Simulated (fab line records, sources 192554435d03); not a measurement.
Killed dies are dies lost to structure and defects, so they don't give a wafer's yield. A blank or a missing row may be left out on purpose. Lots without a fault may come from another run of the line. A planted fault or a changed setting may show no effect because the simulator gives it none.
Which tool did it? | flow n5_finfet | 9 lots, 27 wafers sampled, at 6 steps of a route of 1938

WHAT THE GAUGES READ, wafer by wafer
N5_SD_ACTIVATION_RS_MEAS_03: measures by four-point-probe.
lot  | measured    | on            | RS_SD_N (ohm/sq) | RS_SD_P (ohm/sq)
L537 | day 4 12:05 | film_metro-01 | 21.6 21.8 21.6   | 55.7 55.4 56.2
L538 | day 4 16:21 | film_metro-01 | 21.2 21.4 21.6   | 55.5 55.1 55.4
L539 | day 4 23:25 | film_metro-01 | 21.4 21.5 21.9   | 56.6 56.9 56.9
L540 | day 5 03:27 | film_metro-02 | 22.4 22.5 22.2   | 55.1 56.2 55.1
L541 | day 5 10:58 | film_metro-01 | 21.6 21.4 21.2   | 56.1 54.7 55.0
L543 | day 5 21:39 | film_metro-01 | 21.5 21.4 21.8   | 55.3 56.7 55.9
L550 | day 7 16:26 | film_metro-02 | 27.4 26.6 27.1   | 58.6 58.9 58.5
L552 | day 8 01:52 | film_metro-01 | 26.7 26.9 26.9   | 56.2 57.2 56.2
L556 | day 9 03:32 | film_metro-02 | 22.0 22.2 22.5   | 56.3 56.2 55.9

N5_SD_ACTIVATION_INSPECT_02: inspects for defects (darkfield).
lot  | measured    | on                | raw_defect_count
L537 | day 4 12:25 | defect_inspect-02 | 145 215 167
L538 | day 4 16:38 | defect_inspect-01 | 184 218 249
L539 | day 4 23:44 | defect_inspect-01 | 189 159 201
L540 | day 5 03:46 | defect_inspect-02 | 112 142 179
L541 | day 5 11:17 | defect_inspect-02 | 137 138 153
L543 | day 5 21:58 | defect_inspect-01 | 153 185 142
L550 | day 7 16:45 | defect_inspect-02 | 182 166 185
L552 | day 8 02:11 | defect_inspect-01 | 215 166 177
L556 | day 9 03:50 | defect_inspect-02 | 133 209 183

N5_BEOL_M4_RC_MEAS_101.
lot  | measured     | on        | DIBL_N (mV/V)  | DIBL_P (mV/V)  | IOFF_N (nA/um) | IOFF_P (nA/um) | ION_N (uA/um) | ION_P (uA/um) | RC_DENSE_N (ohm.um) | RC_N (ohm.um)  | REXT_N (ohm.um) | RS_SD_N (ohm/sq) | SS_N (mV/dec)  | SS_P (mV/dec)  | VT_N (mV)   | VT_P (mV)
L537 | day 8 21:28  | prober-01 | 37.0 38.6 36.6 | 36.2 39.5 36.2 | 0.16 0.19 0.15 | 0.20 0.25 0.20 | 671 691 676   | 458 474 469   | 18.5 18.1 18.0      | 14.9 14.8 14.8 | 73.0 73.6 73.8  | 28.2 27.9 27.9   | 71.6 71.3 70.8 | 73.5 74.3 73.4 | 247 247 249 | -251 -247 -248
L538 | day 9 10:14  | prober-01 | 38.5 34.7 36.1 | 38.5 34.7 35.5 | 0.21 0.14 0.15 | 0.26 0.20 0.20 | 694 681 679   | 476 468 469   | 18.5 18.8 19.9      | 15.0 15.3 16.1 | 73.9 75.0 75.4  | 27.5 27.9 28.1   | 72.0 71.0 71.7 | 73.7 72.8 73.1 | 242 250 250 | -245 -248 -249
L539 | day 9 20:15  | prober-02 | 35.0 35.7 33.9 | 35.6 36.2 34.9 | 0.13 0.15 0.13 | 0.19 0.20 0.18 | 667 678 675   | 465 467 463   | 18.9 18.1 18.3      | 15.2 14.9 15.0 | 73.3 73.8 74.0  | 27.4 27.8 27.8   | 70.8 71.3 70.9 | 73.1 73.9 72.5 | 249 249 251 | -251 -253 -251
L540 | day 9 19:58  | prober-01 | 36.8 33.8 35.6 | 35.8 32.8 34.7 | 0.16 0.12 0.15 | 0.21 0.16 0.19 | 675 673 670   | 460 459 461   | 18.4 18.9 19.1      | 15.2 15.4 15.3 | 75.7 75.5 74.8  | 28.8 28.7 28.6   | 71.4 71.0 71.0 | 73.3 72.4 72.5 | 248 251 249 | -249 -254 -248
L541 | day 10 03:37 | prober-02 | 35.0 35.3 36.3 | 34.7 34.6 35.7 | 0.15 0.16 0.16 | 0.20 0.20 0.21 | 676 677 678   | 462 465 462   | 18.0 18.3 18.3      | 14.8 15.0 15.0 | 73.1 72.6 73.3  | 27.8 27.5 27.5   | 71.1 70.5 71.2 | 73.3 72.5 73.3 | 247 246 250 | -251 -251 -251
L543 | day 10 20:40 | prober-01 | 36.4 38.2 37.4 | 35.0 36.7 35.6 | 0.18 0.20 0.20 | 0.20 0.22 0.21 | 679 675 672   | 454 452 452   | 18.2 18.1 17.8      | 14.9 14.8 14.6 | 76.4 76.7 75.8  | 28.1 27.8 28.3   | 71.9 72.8 71.6 | 72.7 73.5 73.1 | 246 248 246 | -252 -250 -252
L550 | day 12 10:10 | prober-01 | 33.5 36.8 35.6 | 31.5 35.1 33.6 | 0.12 0.19 0.16 | 0.16 0.21 0.19 | 656 671 658   | 455 459 455   | 22.6 22.2 22.5      | 18.5 18.1 18.5 | 82.9 81.7 82.9  | 34.7 33.7 34.0   | 70.5 71.1 71.3 | 71.7 73.0 73.0 | 253 245 247 | -252 -246 -251
L552 | day 12 10:23 | prober-02 | 37.2 35.7 36.5 | 38.0 36.7 37.7 | 0.20 0.18 0.19 | 0.29 0.27 0.30 | 677 684 682   | 475 481 477   | 22.8 21.7 23.7      | 18.6 17.8 19.4 | 85.6 84.9 87.7  | 33.6 33.9 33.7   | 72.0 71.0 71.7 | 73.7 73.5 73.8 | 247 247 248 | -242 -243 -241
L556 | day 14 23:12 | prober-01 | 37.0 40.1 38.5 | 35.4 39.8 38.1 | 0.15 0.20 0.18 | 0.20 0.28 0.25 | 662 673 667   | 456 465 461   | 19.1 18.4 18.6      | 15.5 15.1 15.1 | 74.5 73.9 74.7  | 28.6 28.5 28.6   | 72.7 72.6 71.9 | 72.6 74.4 73.8 | 253 251 248 | -251 -245 -247

WHICH TOOL RAN EACH LOT (tool, then ch and the chambers of the sampled wafers, then the start)
lot  | N5_SD_EPI_P_ETCH_36               | N5_SD_ACTIVATION_LSA_01           | N5_ILD0_ALD_15
L537 | rie_diel-06 ch 0,2,3, day 4 05:52 | laser_anneal-02 ch 0, day 4 11:53 | ald_sin-01 ch 2,3, day 4 16:13
L538 | rie_diel-02 ch 0,2,3, day 4 12:11 | laser_anneal-01 ch 0, day 4 16:10 | ald_sin-03 ch 0,2, day 4 22:13
L539 | rie_diel-02 ch 0,2,3, day 4 19:17 | laser_anneal-02 ch 0, day 4 23:12 | ald_sin-01 ch 2,3, day 5 03:44
L540 | rie_diel-01 ch 1,2,3, day 4 22:20 | laser_anneal-01 ch 0, day 5 03:15 | ald_sin-03 ch 2,3, day 5 08:44
L541 | rie_diel-02 ch 0,1,3, day 5 06:44 | laser_anneal-02 ch 0, day 5 10:46 | ald_sin-03 ch 0,1,3, day 5 15:13
L543 | rie_diel-02 ch 0,1,2, day 5 16:41 | laser_anneal-02 ch 0, day 5 21:26 | ald_sin-03 ch 2,3, day 6 01:50
L550 | rie_diel-06 ch 0,3, day 7 12:17   | laser_anneal-02 ch 0, day 7 16:14 | ald_sin-03 ch 0,2,3, day 7 20:52
L552 | rie_diel-06 ch 0,1,3, day 7 21:44 | laser_anneal-02 ch 0, day 8 01:40 | ald_sin-03 ch 2,3, day 8 06:00
L556 | rie_diel-02 ch 1,2,3, day 8 23:24 | laser_anneal-01 ch 0, day 9 03:20 | ald_sin-03 ch 0,3, day 9 08:01
- N5_SD_EPI_P_ETCH_36: etches SiARC in CF4, target depth 45.5 nm, time 75.8 s.
- N5_SD_ACTIVATION_LSA_01: time 0.0008 s.
- N5_ILD0_ALD_15: deposits SiNx, target thk 24 nm, pulse time 1 s, ald cycles 480.

WHAT THE TOOLS THEMSELVES READ (means of the sampled wafers that have a number; where no wafer has one, the mark that the record gives instead)
N5_SD_EPI_P_ETCH_36.
lot  | tool        | drypump_motor_current_A (A) | etch_rf_on_time_s (s) | oes_product_au (a.u.) | rf_vpp_V (V) | showerhead_plenum_p_Torr (Torr) | throttle_valve_pct (%)
L537 | rie_diel-06 | 5.5                         | 75.2                  | 0.69                  | 183.5        | 2.18                            | 15.59
L538 | rie_diel-02 | 6.0                         | 77.5                  | 0.61                  | 183.9        | 2.13                            | 15.80
L539 | rie_diel-02 | 6.0                         | 77.4                  | 0.61                  | 184.2        | 2.12                            | 15.81
L540 | rie_diel-01 | 6.0                         | 75.5                  | 0.73                  | 184.4        | 2.17                            | 15.42
L541 | rie_diel-02 | 5.8                         | 76.2                  | 0.61                  | 182.6        | 2.07                            | 15.68
L543 | rie_diel-02 | 5.6                         | 75.5                  | 0.63                  | 184.6        | 2.10                            | 15.69
L550 | rie_diel-06 | 5.6                         | 73.7                  | 0.72                  | 184.2        | 2.16                            | 15.43
L552 | rie_diel-06 | 5.6                         | 74.9                  | 0.65                  | 184.1        | 2.13                            | 15.53
L556 | rie_diel-02 | 5.8                         | 76.2                  | 0.61                  | 183.9        | 2.12                            | 15.58

N5_SD_ACTIVATION_LSA_01.
lot  | tool            | wafer_temp_C_max
L537 | laser_anneal-02 | 1086.0
L538 | laser_anneal-01 | 1083.9
L539 | laser_anneal-02 | 1085.5
L540 | laser_anneal-01 | 1084.8
L541 | laser_anneal-02 | 1085.4
L543 | laser_anneal-02 | 1085.3
L550 | laser_anneal-02 | 1034.1
L552 | laser_anneal-02 | 1034.3
L556 | laser_anneal-01 | 1085.0

N5_ILD0_ALD_15.
lot  | tool       | heater_power_w (W) | precursor_pulse_height_rel
L537 | ald_sin-01 | 876                | 1.020
L538 | ald_sin-03 | 808                | 0.995
L539 | ald_sin-01 | 876                | 1.023
L540 | ald_sin-03 | 889                | 1.007
L541 | ald_sin-03 | 872                | 1.007
L543 | ald_sin-03 | 908                | 1.006
L550 | ald_sin-03 | 838                | 1.012
L552 | ald_sin-03 | 914                | 1.009
L556 | ald_sin-03 | 830                | 0.997

THE ANSWER, worked out from the rows above alone
Rule: what is usual is taken from the lots themselves. Put in order of their means at a reading, lots are off if they are a third of the lots or fewer, leave a main group of 4 or more, and stand apart from it by a gap of 3 or more times the standard deviation of the main group's means; of several such gaps the widest counts. A main group whose means are all the same, to the digits that the tables above print for the reading, isn't used. A lot without any number at a reading at which 4 lots or more have one is off too. The other lots that the step has rows for count as sound. The gauges are gone through in route order, then the tools' own readings, and for those a lot's mean is taken as printed above. The first step at which some lot is off is used, and at that step the reading that is off furthest; a lot without a number counts as furthest.
Off: L550, L552, at N5_SD_ACTIVATION_RS_MEAS_03 (RS_SD_N). The main group: mean 21.7 ohm/sq, standard deviation 0.36.
A tool fits if, at a process step before that reading, it ran every lot that is off, and no sound lot after the first of them. The gauges at N5_SD_ACTIVATION_RS_MEAS_03 aren't tried: what is off there is off at N5_BEOL_M4_RC_MEAS_101 too, on other tools, and a gauge's error can't cause that. Can't be told from this: 2 tools fit, rie_diel-06 at N5_SD_EPI_P_ETCH_36, laser_anneal-02 at N5_SD_ACTIVATION_LSA_01.

WHAT THE SIMULATOR HAD PUT IN
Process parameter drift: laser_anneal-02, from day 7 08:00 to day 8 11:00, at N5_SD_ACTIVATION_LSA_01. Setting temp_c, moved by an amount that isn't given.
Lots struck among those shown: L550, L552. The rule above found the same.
